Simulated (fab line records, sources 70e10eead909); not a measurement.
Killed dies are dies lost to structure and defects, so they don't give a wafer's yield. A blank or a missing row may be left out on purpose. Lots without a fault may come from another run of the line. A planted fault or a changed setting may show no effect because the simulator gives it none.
One fault seen from 2 desks | flow nand_harc | each desk has only its own numbers; what lay behind them comes last

THE METROLOGY DESK
What the gauges read, lot by lot, whatever tool the lot ran on: means of the sampled wafers that have a number. A lot is out of limits, marked OUT, if its mean lies more than 4 standard deviations from the usual mean; the brackets give that distance.
Columns: A = cd_nm at NHARC_P_GATE_CD_MEAS_91, usual 2000.2 nm; B = overlay_x_nm at NHARC_P_CONTACT_OVL_MEAS_13, usual -0.3 nm; C = overlay_y_nm at NHARC_P_CONTACT_OVL_MEAS_13, usual 0.0 nm
lot  | first seen here | A      | B    | C
L646 | day 5 11:16     | 2000.3 | -1.3 | 0.5
L647 | day 5 11:55     | 2000.1 | -0.2 | 0.2
L650 | day 6 02:25     | 1999.7 | -1.0 | -0.2
L651 | day 6 18:35     | 2000.0 | -1.1 | 0.0
L652 | day 6 22:23     | 2000.6 | -0.3 | -1.2
L660 | day 8 12:31     | 2000.1 | -0.9 | 1.5
L659 | day 8 17:20     | 1999.9 | 0.4  | 0.3
L661 | day 9 04:31     | 2001.3 | 0.2  | -2.1
L662 | day 9 11:20     | 2000.9 | 0.3  | -0.8
L665 | day 9 21:58     | 2000.9 | -0.7 | 0.4
L664 | day 9 23:16     | 2002.1 | -1.1 | 1.4
L667 | day 10 09:47    | 2002.1 | -0.9 | 0.4
L666 | day 10 10:01    | 2001.0 | 0.2  | -1.4
L668 | day 11 01:35    | 1999.8 | -0.1 | -0.5
L669 | day 11 01:51    | 2001.1 | -0.2 | -0.1
This desk's finding: nothing out of limits on any of the 15 lots.

THE TOOL OWNER'S DESK: litho_track-01
The tool's own readings at NHARC_P_CONTACT_SOFTBAKE_07 (time 55 s): means of the sampled wafers that have a number, for each lot that ran on this tool. A lot is out of limits, marked OUT, if its mean lies more than 4 standard deviations from the usual mean; the brackets give that distance.
Columns: A = chill_plate_temp_C at NHARC_P_CONTACT_SOFTBAKE_07, usual 22.97 C; B = heater_power_total_W at NHARC_P_CONTACT_SOFTBAKE_07, usual 188.45 W
lot  | first seen here | A     | B
L646 | day 5 15:00     | 22.92 | 188.42
L647 | day 5 16:00     | 23.03 | 188.39
L650 | day 6 06:00     | 23.05 | 199.03 (+76) OUT
L651 | day 6 22:00     | 22.98 | 199.06 (+76) OUT
L652 | day 7 02:00     | 22.77 | 209.43 (+99 or more) OUT
L664 | day 10 03:00    | 23.00 | 188.34
L668 | day 11 05:00    | 22.88 | 188.42
L669 | day 11 06:00    | 23.04 | 188.44
This desk's finding: out of limits on L650, L651, L652; first on L650, day 6 06:00 (heater_power_total_W at NHARC_P_CONTACT_SOFTBAKE_07). In limits: L646, L647, L664, L668, L669.

PUT TOGETHER
The tool owner's desk could have raised an alarm at day 6 06:00, on L650, L651, L652.
The metrology desk saw nothing out of limits.
The metrology desk has L650, L651, L652 on record, within its limits.
Of the lots named, all ran NHARC_P_CONTACT_SOFTBAKE_07 on litho_track-01.

WHAT THE SIMULATOR HAD PUT IN
Process parameter drift: litho_track-01, from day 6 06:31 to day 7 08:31, at NHARC_P_CONTACT_SOFTBAKE_07. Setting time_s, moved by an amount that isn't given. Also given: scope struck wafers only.
Lots struck among those shown: L650, L651, L652.
